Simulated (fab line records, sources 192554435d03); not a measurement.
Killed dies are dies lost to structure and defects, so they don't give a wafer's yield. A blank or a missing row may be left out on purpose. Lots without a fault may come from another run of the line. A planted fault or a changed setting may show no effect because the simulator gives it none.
Which tool did it? | flow n5_finfet | 24 lots, 72 wafers sampled, at 4 steps of a route of 1938

WHAT THE GAUGES READ, wafer by wafer
N5_WELL_APT_CD_MEAS_08: target cd 200 nm. Usual: cd_nm 199.9 nm, standard deviation 2.
lot  | measured    | on        | cd_nm (nm)        | flag
L074 | day 1 13:42 | cd_sem-02 | 200.0 203.1 201.9 |
L075 | day 2 01:41 | cd_sem-02 | 198.2 199.7 200.8 |
L076 | day 2 01:43 | cd_sem-01 | 198.1 201.2 198.8 |
L077 | day 2 07:52 | cd_sem-02 | 199.6 202.2 202.6 |
L078 | day 2 13:35 | cd_sem-02 | 196.7 197.8 200.1 |
L079 | day 2 19:51 | cd_sem-01 | 198.0 199.6 197.6 |
L080 | day 3 01:37 | cd_sem-01 | 198.1 198.7 199.6 |
L081 | day 3 07:45 | cd_sem-03 | 200.6 199.7 198.7 |
L082 | day 3 13:34 | cd_sem-01 | 201.9 201.7 201.8 |
L083 | day 3 19:34 | cd_sem-01 | 199.6 199.5 199.3 |
L084 | day 4 01:34 | cd_sem-01 | 199.3 199.9 200.8 |
L085 | day 4 07:34 | cd_sem-01 | 202.8 201.1 200.3 |
L086 | day 4 13:34 | cd_sem-01 | 199.2 199.6 198.0 |
L087 | day 4 19:34 | cd_sem-01 | 197.6 198.7 199.9 |
L088 | day 5 01:37 | cd_sem-02 | 202.8 201.5 200.8 |
L089 | day 5 07:37 | cd_sem-03 | 197.4 199.1 196.9 |
L090 | day 5 13:35 | cd_sem-02 | 201.7 198.7 199.8 |
L091 | day 5 19:34 | cd_sem-02 | 196.4 197.1 200.3 |
L092 | day 6 03:04 | cd_sem-03 | 198.1 198.6 197.9 |
L093 | day 6 07:39 | cd_sem-03 | 201.0 203.9 202.7 |
L094 | day 6 14:02 | cd_sem-03 | 199.7 202.1 199.9 |
L095 | day 6 19:57 | cd_sem-01 | 200.3 202.1 203.4 |
L096 | day 7 01:34 | cd_sem-03 | 198.9 204.6 200.1 |
L097 | day 7 10:40 | cd_sem-03 | 198.4 198.4 203.5 |

N5_PMOS_HMC_CHANNEL_EPI_OVL_MEAS_10. Usual: PMOS_HMC_BLK_OVL -0.4 nm, standard deviation 0.71.
lot  | measured    | on         | PMOS_HMC_BLK_OVL (nm) | flag
L074 | day 1 17:01 | overlay-02 | 0.2 -0.1 -0.9         |
L075 | day 2 05:13 | overlay-02 | -0.3 -0.2 -0.5        |
L076 | day 2 05:43 | overlay-01 | 0.7 1.4 0.4           |
L077 | day 2 11:54 | overlay-01 | -0.2 0.1 0.0          |
L078 | day 2 17:02 | overlay-02 | -1.5 -0.2 -1.0        |
L079 | day 2 23:20 | overlay-02 | -1.2 -0.5 -1.2        |
L080 | day 3 04:58 | overlay-02 | 0.5 0.4 -0.7          |
L081 | day 3 11:18 | overlay-02 | 0.1 0.0 -0.2          |
L082 | day 3 16:59 | overlay-01 | 0.7 -0.5 -0.5         |
L083 | day 3 23:37 | overlay-02 | 0.5 0.6 0.1           |
L084 | day 4 04:56 | overlay-01 | -1.1 -1.7 -1.8        |
L085 | day 4 10:58 | overlay-01 | 1.0 0.3 0.0           |
L086 | day 4 19:02 | overlay-01 | -0.7 -0.6 -0.2        |
L087 | day 4 23:55 | overlay-01 | -0.7 -1.2 -0.7        |
L088 | day 5 06:55 | overlay-02 | -1.0 -1.7 -1.0        |
L089 | day 5 13:01 | overlay-01 | -0.9 -0.4 -1.1        |
L090 | day 5 17:13 | overlay-01 | 0.1 -0.2 0.5          |
L091 | day 5 22:59 | overlay-01 | -0.4 -0.4 -0.6        |
L092 | day 6 06:56 | overlay-02 | -1.1 -1.5 -1.1        |
L093 | day 6 11:24 | overlay-01 | -0.1 0.0 -1.0         |
L094 | day 6 17:48 | overlay-01 | -0.8 -1.1 -0.9        |
L095 | day 6 23:28 | overlay-01 | -1.5 -1.0 -0.1        |
L096 | day 7 04:52 | overlay-02 | -0.6 -0.4 -0.7        |
L097 | day 7 14:01 | overlay-02 | -1.1 -0.1 -0.9        |

WHICH TOOL RAN EACH LOT (tool, then ch and the chambers of the sampled wafers, then the start)
lot  | N5_ZERO_LAYER_PECVD_02         | N5_ZERO_LAYER_STRIP_24
L074 | pecvd-01 ch 0,1,2, day 1 12:17 | plasma_asher-02 ch 0,1, day 1 13:02
L075 | pecvd-02 ch 0,2, day 1 18:17   | plasma_asher-01 ch 0,1, day 1 19:01
L076 | pecvd-03 ch 0,1,2, day 2 00:17 | plasma_asher-02 ch 0,1, day 2 00:53
L077 | pecvd-01 ch 0,1, day 2 06:17   | plasma_asher-02 ch 0,1, day 2 07:12
L078 | pecvd-03 ch 0,1, day 2 12:17   | plasma_asher-02 ch 0,1, day 2 12:55
L079 | pecvd-01 ch 0,1, day 2 18:17   | plasma_asher-02 ch 0,1, day 2 19:10
L080 | pecvd-02 ch 0,1, day 3 00:18   | plasma_asher-01 ch 1, day 3 00:56
L081 | pecvd-02 ch 0,2, day 3 06:17   | plasma_asher-02 ch 1, day 3 06:53
L082 | pecvd-01 ch 0,1, day 3 12:17   | plasma_asher-02 ch 0,1, day 3 12:53
L083 | pecvd-01 ch 0,2, day 3 18:17   | plasma_asher-02 ch 0,1, day 3 18:53
L084 | pecvd-01 ch 0,2, day 4 00:17   | plasma_asher-01 ch 0,1, day 4 00:54
L085 | pecvd-01 ch 0,2, day 4 06:17   | plasma_asher-02 ch 0,1, day 4 06:53
L086 | pecvd-03 ch 0,1,2, day 4 12:18 | plasma_asher-02 ch 0,1, day 4 12:55
L087 | pecvd-03 ch 1,2, day 4 18:17   | plasma_asher-02 ch 0,1, day 4 18:53
L088 | pecvd-02 ch 0,1,2, day 5 00:17 | plasma_asher-02 ch 0,1, day 5 00:56
L089 | pecvd-02 ch 1,2, day 5 06:18   | plasma_asher-02 ch 0,1, day 5 06:56
L090 | pecvd-02 ch 0,1,2, day 5 12:17 | plasma_asher-02 ch 0, day 5 12:53
L091 | pecvd-03 ch 0,2, day 5 18:17   | plasma_asher-02 ch 0,1, day 5 18:55
L092 | pecvd-02 ch 0,2, day 6 00:17   | plasma_asher-01 ch 0,1, day 6 02:25
L093 | pecvd-03 ch 0,2, day 6 06:17   | plasma_asher-01 ch 0,1, day 6 06:58
L094 | pecvd-01 ch 0,2, day 6 12:18   | plasma_asher-01 ch 0,1, day 6 13:20
L095 | pecvd-01 ch 1,2, day 6 18:18   | plasma_asher-01 ch 0,1, day 6 19:15
L096 | pecvd-01 ch 0,1, day 7 00:17   | plasma_asher-02 ch 0,1, day 7 00:53
L097 | pecvd-01 ch 0,1, day 7 06:17   | plasma_asher-02 ch 0,1, day 7 10:00
- N5_ZERO_LAYER_PECVD_02: deposits SiO2 from SiH4/N2O, target thk 10 nm, time 6 s.
- N5_ZERO_LAYER_STRIP_24: strips in O2.

WHAT THE TOOLS THEMSELVES READ (means of the sampled wafers that have a number; where no wafer has one, the mark that the record gives instead)
N5_ZERO_LAYER_PECVD_02. Usual: heater_power_w 788 W, standard deviation 100; showerhead_plenum_p_Torr 8.15 Torr, standard deviation 0.1.
lot  | tool     | heater_power_w (W) | showerhead_plenum_p_Torr (Torr) | flag
L074 | pecvd-01 | 807                | 8.13                            |
L075 | pecvd-02 | 738                | 8.19                            |
L076 | pecvd-03 | 743                | 8.17                            |
L077 | pecvd-01 | 859                | 8.22                            |
L078 | pecvd-03 | 840                | 8.14                            |
L079 | pecvd-01 | 886                | 8.11                            |
L080 | pecvd-02 | 792                | 8.16                            |
L081 | pecvd-02 | 774                | 8.16                            |
L082 | pecvd-01 | 878                | 8.21                            |
L083 | pecvd-01 | 833                | 8.23                            |
L084 | pecvd-01 | 875                | 8.23                            |
L085 | pecvd-01 | 872                | 8.23                            |
L086 | pecvd-03 | 748                | 8.16                            |
L087 | pecvd-03 | 838                | 8.20                            |
L088 | pecvd-02 | 773                | 8.17                            |
L089 | pecvd-02 | 699                | 8.16                            |
L090 | pecvd-02 | 737                | 8.17                            |
L091 | pecvd-03 | 632                | 8.21                            |
L092 | pecvd-02 | 736                | 8.17                            |
L093 | pecvd-03 | 698                | 8.17                            |
L094 | pecvd-01 | 801                | 8.24                            |
L095 | pecvd-01 | 814                | 8.04                            |
L096 | pecvd-01 | 885                | 8.21                            |
L097 | pecvd-01 | 850                | 8.10                            |

N5_ZERO_LAYER_STRIP_24. Usual: drypump_motor_current_A 5.8 A, standard deviation 0.49; heater_power_w 374 W, standard deviation 41; o2_flow_sccm 6752 sccm, standard deviation 21; oes_product_au 0.647 a.u., standard deviation 0.0046; strip_time_to_endpoint_s 43.89 s, standard deviation 0.099.
lot  | tool            | drypump_motor_current_A (A) | heater_power_w (W) | o2_flow_sccm (sccm) | oes_product_au (a.u.) | strip_time_to_endpoint_s (s) | flag
L074 | plasma_asher-02 | 5.6                         | 394                | 6751                | 0.643                 | 43.78                        |
L075 | plasma_asher-01 | 5.8                         | 309                | 6773                | 0.649                 | 43.89                        |
L076 | plasma_asher-02 | 5.9                         | 398                | 6763                | 0.650                 | 43.99                        |
L077 | plasma_asher-02 | 5.6                         | 400                | 6734                | 0.647                 | 43.87                        |
L078 | plasma_asher-02 | 5.9                         | 396                | 6735                | 0.644                 | 43.90                        |
L079 | plasma_asher-02 | 5.6                         | 391                | 6755                | 0.645                 | 43.84                        |
L080 | plasma_asher-01 | 6.0                         | 343                | 6723                | 0.651                 | 43.99                        |
L081 | plasma_asher-02 | 5.2                         | 396                | 6752                | 0.648                 | 43.90                        |
L082 | plasma_asher-02 | 5.6                         | 394                | 6762                | 0.646                 | 43.86                        |
L083 | plasma_asher-02 | 6.0                         | 395                | 6753                | 0.647                 | 43.91                        |
L084 | plasma_asher-01 | 5.8                         | 303                | 6752                | 0.644                 | 43.91                        |
L085 | plasma_asher-02 | 5.9                         | 393                | 6756                | 0.647                 | 43.93                        |
L086 | plasma_asher-02 | 5.6                         | 404                | 6780                | 0.646                 | 43.80                        |
L087 | plasma_asher-02 | 5.6                         | 393                | 6738                | 0.645                 | 43.72                        |
L088 | plasma_asher-02 | 5.9                         | 397                | 6746                | 0.649                 | 43.92                        |
L089 | plasma_asher-02 | 5.6                         | 397                | 6770                | 0.642                 | 43.93                        |
L090 | plasma_asher-02 | 6.3                         | 401                | 6719                | 0.647                 | 43.69                        |
L091 | plasma_asher-02 | 5.9                         | 401                | 6741                | 0.641                 | 43.93                        |
L092 | plasma_asher-01 | 5.9                         | 325                | 6769                | 0.647                 | 44.10                        |
L093 | plasma_asher-01 | 5.9                         | 327                | 6754                | 0.645                 | 43.80                        |
L094 | plasma_asher-01 | 5.9                         | 326                | 6759                | 0.646                 | 44.02                        |
L095 | plasma_asher-01 | 5.8                         | 305                | 6752                | 0.646                 | 43.85                        |
L096 | plasma_asher-02 | 5.9                         | 396                | 6754                | 0.649                 | 43.82                        |
L097 | plasma_asher-02 | 5.9                         | 406                | 6749                | 0.644                 | 43.86                        |

THE ANSWER, worked out from the rows above alone
Rule: a lot is off if the mean of its wafers that have a number lies more than 3 standard deviations from the usual mean. A lot without any number at a reading at which 4 lots or more have one is off too. The other lots that the step has rows for count as sound. The gauges are gone through in route order, then the tools' own readings, and for those a lot's mean is taken as printed above. The first step at which some lot is off is used, and at that step the reading that is off furthest; a lot without a number counts as furthest.
No lot is off at any reading shown: from this, nothing can be told.

WHAT THE SIMULATOR HAD PUT IN
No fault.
